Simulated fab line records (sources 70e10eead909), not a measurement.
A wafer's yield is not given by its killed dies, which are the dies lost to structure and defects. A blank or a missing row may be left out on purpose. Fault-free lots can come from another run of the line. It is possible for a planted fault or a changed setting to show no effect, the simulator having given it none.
Matching of chambers -- flow nand harc -- NHARC_P_GATE_DESCUM_48 on rie diel-11: 4 sister chambers
The step chemistry O2, time 3 s. 14 wafers are shown with their chamber, then 7 later ones without.

## WAFERS WITH THEIR CHAMBER
wafer,chamber,showerhead plenum p Torr (Torr),oes product au (a.u.),rf vpp V (V)
L136.1,2,1.78,1.014,55.0
L136.2,0,1.84,0.991,56.9
L136.5,0,1.84,1.005,58.1
L138.2,3,1.81,0.985,59.1
L138.4,2,1.77,1.025,56.4
L138.5,0,1.84,1.003,57.9
L141.2,1,2.07,1.013,57.4
L141.3,0,1.84,1.009,58.0
L141.6,3,1.81,0.982,57.6
L145.1,1,2.06,0.994,57.5
L145.3,3,1.81,0.988,58.7
L145.5,1,2.06,1.002,58.8
L144.1,1,2.06,0.995,59.2
L144.3,2,1.77,1.018,56.4

SIGNATURES (averages over the wafers above)
reading,chamber 0,chamber 1,chamber 2,chamber 3,scatter within a chamber
showerhead plenum p Torr,1.8400,2.0625,1.7733,1.8100,0.00376
oes product au,1.00200,1.00100,1.01900,0.98500,0.007
rf vpp V,57.725,58.225,55.933,58.467,0.77
Rule: a wafer's distance from a chamber is the root of the sum, over the readings, of the square of ((its reading less the chamber's mean) divided by the reading's scatter). If the next closest chamber is less than 2 further off than the closest, the wafer can't be placed; otherwise it belongs to the closest. The scatter: the root of (the sum of the squares of (reading less its chamber's mean) over the shown wafers, divided by (wafers less chambers)).

## WAFERS WITHOUT THEIR CHAMBER
wafer,showerhead plenum p Torr (Torr),oes product au (a.u.),rf vpp V (V)
L144.5,1.81,0.993,57.1
L147.1,2.06,1.009,58.1
L147.4,1.83,0.996,59.0
L147.5,1.77,0.990,57.1
L156.1,1.80,0.997,57.7
L156.4,1.82,0.993,57.3
L156.6,1.82,0.992,57.5

## WHICH CHAMBER EACH WENT THROUGH
wafer,from the rows above,in truth
L144.5,3,3
L147.1,1,1
L147.4,0,0
L147.5,2,2
L156.1,3,3
L156.4,3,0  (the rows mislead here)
L156.6,3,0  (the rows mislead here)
Correct placement for 5 of the 7. Left unplaced by these rows: 0. Number placed wrongly: 2.
